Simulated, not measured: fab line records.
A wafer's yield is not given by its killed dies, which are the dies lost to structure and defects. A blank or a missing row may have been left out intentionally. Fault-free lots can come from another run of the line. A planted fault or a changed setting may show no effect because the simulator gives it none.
fab line records | flow nand-harc
record lots=7 | wafers=21 | last-day=25
route steps=1159 shown P_M2@332
lots that met no fault: taken from a fault-free run of the same line
start-h: hours from the record's first day to the start of the lot's first wafer shown | wait-h: hours since the lot's step before | " repeats the value in the row above | L1.1+2: a row that stands for several wafers | - value missing, or start not given | * or withheld: withheld | < > ~ a bound
route shown NAME@n: names a module that has steps shown in the file, with the first one's number in the route | usual: mean and standard deviation over wafers with no fault | same: alike in all rows | chamber/n: place in a boat | sites: each site's reading | _std_site: how widely they spread, as a standard deviation | _edge_site: mean of outer sites minus mean of inner sites | radius-mm: how far each site lies from the wafer's centre | mask NAME#n: copy n | behind: the tool/chamber that last shaped the wafer | hold: what put the lot on hold/how long, in hours/how the hold closed | device: the transistor (n, p or np) that didn't switch | end of line: tests run on the same wafers once the route is complete | a step without rows: its recipe alone | killed: dies that structure and defects cost at the first sort, which is not the same as the wafer's yield | map: dies across one wafer; x = killed, . = not, _ = none there
set.NAME: setting as actually run; set.NAME@STEP: the setting as run at that earlier step | model.NAME: the simulator's own value behind a step, which no gauge read
certain route steps with their lots: each step a table, each wafer a row
services: from which hour (start-h, from the record's first day; less than 0 if before it) a tool's chamber was out of use, for how many hours, and why
## steps
# step NHARC_P_M2_ETCH_35
# recipe target-depth-a=400 | overetch-a=120 | time-s=43.94 | ion-energy-ev=200 | n2-flow-sccm=150 | h2-flow-sccm=150 | ar-flow-sccm=0 | rf-w=400 | bias-w=150 | chemistry=N2/H2
# usual chamber-pressure-mTorr=29.997/0.027 | drypump-motor-current-A=5.7/0.31 | oes-product-au=1.005/0.0087 | rf-vpp-V=432.3/2.2 | showerhead-plenum-p-Torr=2.11/0.072 | throttle-valve-pct=14.171/0.0089
lot.wafer | tool        | chamber | start-h | wait-h | chamber-pressure-mTorr | drypump-motor-current-A | oes-product-au | rf-hours-counter-h | rf-vpp-V | showerhead-plenum-p-Torr | throttle-valve-pct
L459.4    | rie-diel-13 | 3       | 179.46  | 0.1    | 29.995                 | 5.6                     | 0.997          | 3                  | 433.8    | 2.19                     | 14.185
L459.3    | "           | 1       | "       | "      | 30.030                 | 6.2                     | 1.003          | 3                  | 433.3    | 2.12                     | 14.183
L459.1    | "           | 2       | "       | "      | 29.996                 | 5.5                     | 1.000          | 3                  | 431.2    | 2.09                     | 14.172
L462.4    | rie-diel-13 | 0       | 201.85  | 0.1    | 29.960                 | 5.7                     | 1.001          | 3                  | 430.4    | 2.06                     | 14.182
L462.1    | "           | 1       | "       | "      | 30.008                 | 6.2                     | 1.004          | 3                  | 432.4    | 2.12                     | 14.165
L462.6    | "           | 3       | "       | "      | 29.989                 | 5.6                     | 1.016          | -                  | 434.5    | 2.19                     | 14.161
L463.4    | rie-diel-09 | 3       | 203.10  | 0.1    | 29.977                 | 6.2                     | 1.001          | 43                 | 437.1    | 2.20                     | 14.181
L463.6    | "           | 2       | "       | "      | 30.026                 | 5.6                     | 1.013          | -                  | 431.1    | 2.07                     | 14.166
L463.5    | "           | 3       | "       | "      | 30.001                 | 6.2                     | 0.999          | -                  | 435.6    | 2.20                     | 14.166
L464.3    | rie-diel-09 | 3       | 208.05  | 0.1    | 30.001                 | 6.2                     | 0.988          | 45                 | 434.7    | 2.20                     | 14.176
L464.2    | "           | 1       | "       | "      | 30.000                 | 5.2                     | 0.996          | 45                 | 432.9    | 2.15                     | 14.181
L464.6    | "           | 3       | "       | "      | 29.989                 | 6.2                     | 0.996          | -                  | 435.1    | 2.20                     | 14.175
L467.4    | rie-diel-13 | 3       | 225.51  | 0.1    | 29.972                 | 5.7                     | 1.004          | 4                  | 433.1    | 2.19                     | 14.170
L467.1    | "           | 0       | "       | "      | 29.993                 | 5.7                     | 1.000          | 4                  | 430.5    | 2.06                     | 14.177
L467.2    | "           | 1       | "       | "      | 29.969                 | 6.2                     | 1.019          | 4                  | 432.2    | 2.12                     | 14.160
L472.1    | rie-diel-13 | 2       | 249.17  | 0.1    | 30.061                 | 5.5                     | 1.000          | 5                  | 431.2    | 2.09                     | 14.170
L472.3    | "           | 0       | "       | "      | 29.986                 | 5.7                     | 1.002          | 5                  | 431.1    | 2.06                     | 14.170
L472.6    | "           | 1       | "       | "      | 29.966                 | 6.2                     | 1.001          | -                  | 431.1    | 2.12                     | 14.165
L474.4    | rie-diel-13 | 0       | 263.10  | 0.1    | 29.999                 | 5.7                     | 1.000          | 6                  | 431.1    | 2.06                     | 14.185
L474.1    | "           | 2       | "       | "      | 30.020                 | 5.5                     | 0.996          | 5                  | 431.5    | 2.09                     | 14.175
L474.6    | "           | 0       | "       | "      | 29.995                 | 5.7                     | 1.001          | -                  | 431.4    | 2.06                     | 14.175
# step NHARC_P_M2_ETCH_15
# recipe target-depth-a=1825 | time-s=91.2 | c4f8-flow-sccm=withheld | ar-flow-sccm=400 | rf-w=600 | bias-w=300 | chemistry=C4F8/Ar
# step NHARC_P_M2_CD_MEAS_16
# usual cd-nm=170.1/0.8
lot.wafer | tool      | chamber | start-h | wait-h | cd-nm
L459.1    | cd-sem-03 | -       | 179.68  | -      | 171.0
L459.3    | "         | -       | "       | "      | 170.8
L459.4    | "         | -       | "       | "      | 170.3
L462.1    | cd-sem-02 | -       | 202.06  | -      | 169.3
L462.4    | "         | -       | "       | "      | 170.0
L462.6    | "         | -       | "       | "      | 170.6
L463.4    | cd-sem-02 | -       | 203.32  | -      | 168.6
L463.5    | "         | -       | "       | "      | 168.5
L463.6    | "         | -       | "       | "      | 169.1
L464.2    | cd-sem-02 | -       | 208.27  | -      | 169.0
L464.3    | "         | -       | "       | "      | 169.2
L464.6    | "         | -       | "       | "      | 169.5
L467.1    | cd-sem-02 | -       | 225.74  | -      | 170.9
L467.2    | "         | -       | "       | "      | 170.4
L467.4    | "         | -       | "       | "      | 169.8
L472.1    | cd-sem-02 | -       | 249.39  | -      | 169.5
L472.3    | "         | -       | "       | "      | 168.5
L472.6    | "         | -       | "       | "      | 169.7
L474.1    | cd-sem-01 | -       | 263.31  | -      | 171.4
L474.4    | "         | -       | "       | "      | 170.0
L474.6    | "         | -       | "       | "      | 170.2
# step NHARC_P_M2_STRIP_18
# recipe power-w=1000 | n2-flow-sccm=150 | h2-flow-sccm=150 | ar-flow-sccm=0 | bias-w=0 | chemistry=N2/H2
# step NHARC_P_M2_ETCH_28
# recipe target-depth-a=300 | over-etch-frac=0.3 | time-s=72.99 | ion-energy-ev=150 | cf4-flow-sccm=50 | n2-flow-sccm=100 | ar-flow-sccm=150 | rf-w=300 | bias-w=100 | chemistry=CF4/N2
# usual chamber-pressure-mTorr=30.00/0.034 | drypump-motor-current-A=5.8/0.37 | oes-product-au=1.006/0.0099 | rf-vpp-V=315.6/1.6 | showerhead-plenum-p-Torr=2.71/0.087 | throttle-valve-pct=19.794/0.0098
lot.wafer | tool        | chamber | start-h | wait-h | chamber-pressure-mTorr | drypump-motor-current-A | oes-product-au | rf-hours-counter-h | rf-vpp-V | showerhead-plenum-p-Torr | throttle-valve-pct
L459.4    | rie-diel-13 | 1       | -       | -      | 29.98                  | 6.2                     | 1.018          | 3                  | 315.5    | 2.72                     | 19.790
L459.3    | "           | 3       | "       | "      | 30.03                  | 5.6                     | 1.012          | 3                  | 318.6    | 2.80                     | 19.790
L459.1    | "           | 0       | "       | "      | 30.01                  | 5.7                     | 1.008          | 3                  | 314.6    | 2.65                     | 19.782
L462.1    | rie-diel-10 | 3       | 202.40  | -      | 30.05                  | 5.5                     | 0.999          | 5                  | 314.9    | 2.66                     | 19.794
L462.6    | "           | 2       | "       | "      | 30.01                  | 6.8                     | 0.981          | -                  | 316.0    | 2.78                     | 19.783
L462.4    | "           | 3       | "       | "      | 29.98                  | 5.5                     | 1.004          | -                  | 315.0    | 2.66                     | 19.794
L463.6    | rie-diel-10 | 3       | -       | -      | 29.98                  | 5.5                     | 0.986          | -                  | 314.0    | 2.66                     | 19.793
L463.4    | "           | 0       | "       | "      | 30.05                  | 5.7                     | 0.998          | -                  | 317.3    | 2.81                     | 19.794
L463.5    | "           | 2       | "       | "      | 29.97                  | 6.7                     | 0.987          | -                  | 317.8    | 2.78                     | 19.808
L464.3    | rie-diel-13 | 2       | -       | -      | 29.97                  | 5.5                     | 1.008          | 3                  | 314.1    | 2.68                     | 19.793
L464.2    | "           | 0       | "       | "      | 29.97                  | 5.7                     | 1.009          | 3                  | 314.7    | 2.65                     | 19.795
L464.6    | "           | 1       | "       | "      | 30.02                  | 6.2                     | 1.015          | -                  | 316.6    | 2.72                     | 19.809
L467.4    | rie-diel-13 | 2       | -       | -      | 30.00                  | 5.5                     | 1.016          | 4                  | 315.5    | 2.68                     | 19.805
L467.2    | "           | 0       | "       | "      | 29.97                  | 5.7                     | 1.017          | 4                  | 314.9    | 2.65                     | 19.790
L467.1    | "           | 1       | "       | "      | 30.03                  | 6.2                     | 1.023          | 4                  | 315.1    | 2.72                     | 19.790
L472.3    | rie-diel-13 | 2       | -       | -      | 30.00                  | 5.5                     | 1.009          | 5                  | 314.7    | 2.68                     | 19.793
L472.1    | "           | 3       | "       | "      | 30.04                  | 5.7                     | 1.015          | 5                  | 316.7    | 2.80                     | 19.804
L472.6    | "           | 1       | "       | "      | 29.96                  | 6.2                     | 1.015          | -                  | 316.2    | 2.72                     | 19.803
L474.1    | rie-diel-09 | 3       | -       | -      | 29.98                  | 6.2                     | 1.001          | 0                  | 318.9    | 2.81                     | 19.788
L474.4    | "           | 0       | "       | "      | 29.97                  | 5.6                     | 1.010          | 0                  | 311.9    | 2.50                     | 19.775
L474.6    | "           | 2       | "       | "      | 29.98                  | 5.6                     | 0.997          | -                  | 314.7    | 2.66                     | 19.770
# step NHARC_P_M2_STRIP_19
# recipe time-s=600 | temp-c=30 | chemistry=post-etch-residue-remover
# step NHARC_P_M2_DEGAS_29
# recipe temp-c=250 | time-s=60
# usual heater-power-w=338/50
lot.wafer | tool           | chamber | start-h | wait-h | heater-power-w
L459.1    | pvd-sputter-01 | -       | 180.39  | -      | 343
L459.3    | "              | -       | "       | "      | 310
L459.4    | "              | -       | "       | "      | 467
L462.1    | pvd-sputter-03 | -       | 202.80  | -      | 290
L462.4    | "              | -       | "       | "      | 386
L462.6    | "              | -       | "       | "      | 328
L463.4    | pvd-sputter-02 | -       | 204.09  | -      | 290
L463.5    | "              | -       | "       | "      | 284
L463.6    | "              | -       | "       | "      | 321
L464.3    | pvd-sputter-01 | -       | 209.02  | -      | 353
L464.2    | "              | -       | "       | "      | 469
L464.6    | "              | -       | "       | "      | 309
L467.1    | pvd-sputter-02 | -       | 226.52  | -      | 383
L467.2    | "              | -       | "       | "      | 286
L467.4    | "              | -       | "       | "      | 267
L472.1    | pvd-sputter-01 | -       | 250.11  | -      | 342
L472.3    | "              | -       | "       | "      | 319
L472.6    | "              | -       | "       | "      | 470
L474.1    | pvd-sputter-03 | -       | 264.03  | -      | 331
L474.4    | "              | -       | "       | "      | 357
L474.6    | "              | -       | "       | "      | 320
# step NHARC_P_M2_PRE_CLEAN_30
# recipe time-s=30 | temp-c=280 | gas=H2/He
# step NHARC_P_M2_PVD_20
# recipe target-thk-a=50 | bias-v=168.6 | power-w=15000 | chamber-pressure-pa=0.12 | time-s=8.06 | substrate-temp-c=50 | material=TaN
# step NHARC_P_M2_PVD_21
# recipe target-thk-a=300 | chamber-pressure-pa=5 | power-w=5000 | substrate-temp-c=30 | time-s=20.49 | material=Cu
# usual substrate-temp-c=30.01/0.11 | throttle-valve-pct=30.1/0.96
lot.wafer | tool           | chamber | start-h | wait-h | substrate-temp-c | throttle-valve-pct
L459.4    | pvd-sputter-01 | -       | -       | -      | 29.89            | 30.3
L459.1    | "              | -       | "       | "      | 29.89            | 29.8
L459.3    | "              | -       | "       | "      | 30.07            | 30.0
L462.1    | pvd-sputter-03 | -       | -       | -      | 30.22            | 31.5
L462.4    | "              | -       | "       | "      | 30.03            | 29.7
L462.6    | "              | -       | "       | "      | 30.04            | 30.8
L463.4    | pvd-sputter-02 | -       | -       | -      | 30.03            | 28.8
L463.6    | "              | -       | "       | "      | 30.05            | 28.5
L463.5    | "              | -       | "       | "      | 30.10            | 29.9
L464.2    | pvd-sputter-01 | -       | -       | -      | 29.97            | 30.1
L464.3    | "              | -       | "       | "      | 29.94            | 29.8
L464.6    | "              | -       | "       | "      | 29.85            | 30.2
L467.2    | pvd-sputter-02 | -       | -       | -      | 29.72            | 29.4
L467.4    | "              | -       | "       | "      | 30.19            | 30.7
L467.1    | "              | -       | "       | "      | 30.14            | 28.4
L472.3    | pvd-sputter-01 | -       | -       | -      | 30.09            | 30.1
L472.1    | "              | -       | "       | "      | 30.08            | 29.7
L472.6    | "              | -       | "       | "      | 29.98            | 29.9
L474.4    | pvd-sputter-03 | -       | -       | -      | 30.12            | 32.0
L474.1    | "              | -       | "       | "      | 29.84            | 31.0
L474.6    | "              | -       | "       | "      | 29.99            | 29.7
# step NHARC_P_M2_ECD_22
# recipe target-thk-a=4000 | bath-temp-c=25 | material=Cu
# step NHARC_P_M2_ANNEAL_31
# recipe temp-c=225 | time-s=90
# usual wafer_temp_C_max=226.3/0.5
lot.wafer | tool          | chamber | start-h | wait-h | wafer_temp_C_max
L459.1    | rtp-anneal-01 | 0       | 181.13  | -      | 226.9
L459.3    | "             | 0       | "       | "      | 227.9
L459.4    | "             | 0       | "       | "      | 227.0
L462.1    | rtp-anneal-01 | 0       | 203.54  | -      | 226.7
L462.4    | "             | 0       | "       | "      | 227.1
L462.6    | "             | 0       | "       | "      | 226.3
L463.4    | rtp-anneal-01 | 0       | 204.99  | 0.3    | 226.8
L463.5    | "             | 0       | "       | "      | 226.0
L463.6    | "             | 0       | "       | "      | 227.2
L464.2    | rtp-anneal-02 | 0       | 209.81  | -      | 226.1
L464.3    | "             | 0       | "       | "      | 226.1
L464.6    | "             | 0       | "       | "      | 226.0
L467.1    | rtp-anneal-01 | 0       | 227.27  | 0.3    | 226.5
L467.2    | "             | 0       | "       | "      | 227.4
L467.4    | "             | 0       | "       | "      | 226.8
L472.1    | rtp-anneal-01 | 0       | 250.85  | -      | 226.1
L472.3    | "             | 0       | "       | "      | 226.2
L472.6    | "             | 0       | "       | "      | 226.5
L474.1    | rtp-anneal-01 | 0       | 264.78  | 0.3    | 226.6
L474.4    | "             | 0       | "       | "      | 226.4
L474.6    | "             | 0       | "       | "      | 226.4
# step NHARC_P_M2_CMP_23
# recipe t-overpolish-s=20 | target-thk-nm=144.3
# usual edge-zone-pressure-frac=1.000/0.0048 | motor-current-A=11.3/1.3 | time-to-endpoint-s=29.1/2.8
lot.wafer | tool   | chamber | start-h | wait-h | edge-zone-pressure-frac | motor-current-A | time-to-endpoint-s
L459.1    | cmp-04 | 0       | 181.47  | -      | 1.003                   | 11.8            | 29.8
L459.4    | "      | 1       | "       | "      | 0.996                   | 12.4            | 26.8
L459.3    | "      | 3       | "       | "      | 0.993                   | 12.4            | 29.7
L462.4    | cmp-01 | 0       | 203.88  | -      | -                       | -               | -
L462.1    | "      | 1       | "       | "      | -                       | -               | -
L462.6    | "      | 1       | "       | "      | -                       | -               | -
L463.4    | cmp-01 | 2       | 205.26  | -      | -                       | -               | -
L463.6    | "      | 3       | "       | "      | -                       | -               | -
L463.5    | "      | 0       | "       | "      | -                       | -               | -
L464.3    | cmp-02 | 2       | 210.16  | -      | -                       | -               | -
L464.2    | "      | 3       | "       | "      | -                       | -               | -
L464.6    | "      | 0       | "       | "      | -                       | -               | -
L467.2    | cmp-02 | 3       | 227.64  | -      | 0.998                   | 11.8            | 33.0
L467.1    | "      | 0       | "       | "      | 1.008                   | 10.5            | 31.6
L467.4    | "      | 2       | "       | "      | 0.997                   | 9.8             | 31.3
L472.3    | cmp-02 | 0       | 251.19  | -      | 1.005                   | 10.8            | 29.8
L472.1    | "      | 3       | "       | "      | 0.996                   | 12.4            | 30.3
L472.6    | "      | 1       | "       | "      | 0.995                   | 10.1            | 30.5
L474.4    | cmp-02 | 3       | 265.15  | -      | 1.004                   | 11.7            | 28.8
L474.1    | "      | 0       | "       | "      | 0.992                   | 10.3            | 31.3
L474.6    | "      | 2       | "       | "      | 0.994                   | 10.2            | 27.2
# step NHARC_P_M2_THK_MEAS_24
# recipe thk-meas-gauge=xrf
# usual thk-nm=144.4/1.4
lot.wafer | tool          | chamber | start-h | wait-h | thk-nm
L459.1    | film-metro-01 | -       | 181.78  | -      | 147.2
L459.3    | "             | -       | "       | "      | 146.2
L459.4    | "             | -       | "       | "      | 145.3
L462.1    | film-metro-01 | -       | 204.20  | 0.3    | 401.2
L462.4    | "             | -       | "       | "      | 400.6
L462.6    | "             | -       | "       | "      | 396.0
L463.4    | film-metro-01 | -       | 205.50  | 0.2    | 402.1
L463.5    | "             | -       | "       | "      | 397.4
L463.6    | "             | -       | "       | "      | 401.2
L464.2    | film-metro-01 | -       | 210.42  | 0.2    | 395.0
L464.3    | "             | -       | "       | "      | 399.5
L464.6    | "             | -       | "       | "      | 401.9
L467.1    | film-metro-02 | -       | 227.96  | -      | 144.6
L467.2    | "             | -       | "       | "      | 144.9
L467.4    | "             | -       | "       | "      | 141.6
L472.1    | film-metro-02 | -       | 251.51  | -      | 145.2
L472.3    | "             | -       | "       | "      | 144.9
L472.6    | "             | -       | "       | "      | 145.2
L474.1    | film-metro-01 | -       | 265.44  | -      | 144.2
L474.4    | "             | -       | "       | "      | 142.7
L474.6    | "             | -       | "       | "      | 142.8
# step NHARC_P_M2_SRD_25
## services
tool           | chamber | start-h | hours | kind
rie-diel-13    | 0       | 157.00  | -     | clean
rie-diel-13    | 1       | 157.00  | -     | clean
rie-diel-13    | 2       | 157.00  | -     | clean
rie-diel-13    | 3       | 157.00  | -     | clean
pvd-sputter-01 | -       | 158.00  | 10.0  | pm
cmp-04         | -       | 172.87  | 2.7   | repair
rie-diel-10    | -       | 176.58  | 9.0   | pm
cmp-01         | -       | 179.69  | 4.0   | pm
rie-diel-13    | 0       | 181.50  | -     | clean
rie-diel-13    | 1       | 181.50  | -     | clean
rie-diel-13    | 2       | 181.50  | -     | clean
rie-diel-09    | 0       | 192.44  | 7.7   | repair
rie-diel-13    | 1       | 193.98  | 6.8   | repair
rie-diel-10    | 1       | 200.45  | 14.6  | repair
rie-diel-13    | -       | 202.31  | 1.1   | repair
cmp-04         | -       | 203.00  | 4.0   | pm
rie-diel-10    | 3       | 205.37  | 8.3   | repair
cmp-02         | -       | 206.51  | 1.8   | repair
pvd-sputter-02 | -       | 214.00  | 10.0  | pm
cmp-02         | -       | 222.68  | 1.0   | repair
cmp-02         | -       | 246.61  | 4.0   | pm
rie-diel-09    | -       | 254.25  | 9.0   | pm
cmp-02         | -       | 259.41  | 3.2   | repair
cmp-01         | -       | 261.91  | 0.6   | repair
## key
first-sign step=NHARC_P_M2_CMP_23 | reading=tool-record | direction=missing
effect step=NHARC_P_M2_THK_MEAS_24 | reading=thk-nm | direction=up | sigmas=99+ | usual=144.4 | struck=399.4
met-at NHARC_P_M2_CMP_23
struck-wafers L462.1,L462.4,L462.6,L463.4,L463.5,L463.6,L464.2,L464.3,L464.6
later-rows-left-out L462.1,L462.4,L462.6,L463.4,L463.5,L463.6,L464.2,L464.3,L464.6
sort-left-out L462.1,L462.4,L462.6,L463.4,L463.5,L463.6,L464.2,L464.3,L464.6
fault kind=skipped-step-whole | tool=cmp-01,cmp-02 | chamber=- | onset-h=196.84 | steps=NHARC_P_M2_CMP_23 | scope=struck-lots-only
# sort-left-out: the simulated sort isn't trusted on such a fault, so these wafers' sort isn't shown, and their yield isn't known
# later-rows-left-out: the simulator's readings of these wafers behind a module that went badly wrong aren't trusted and aren't shown, but for the sort
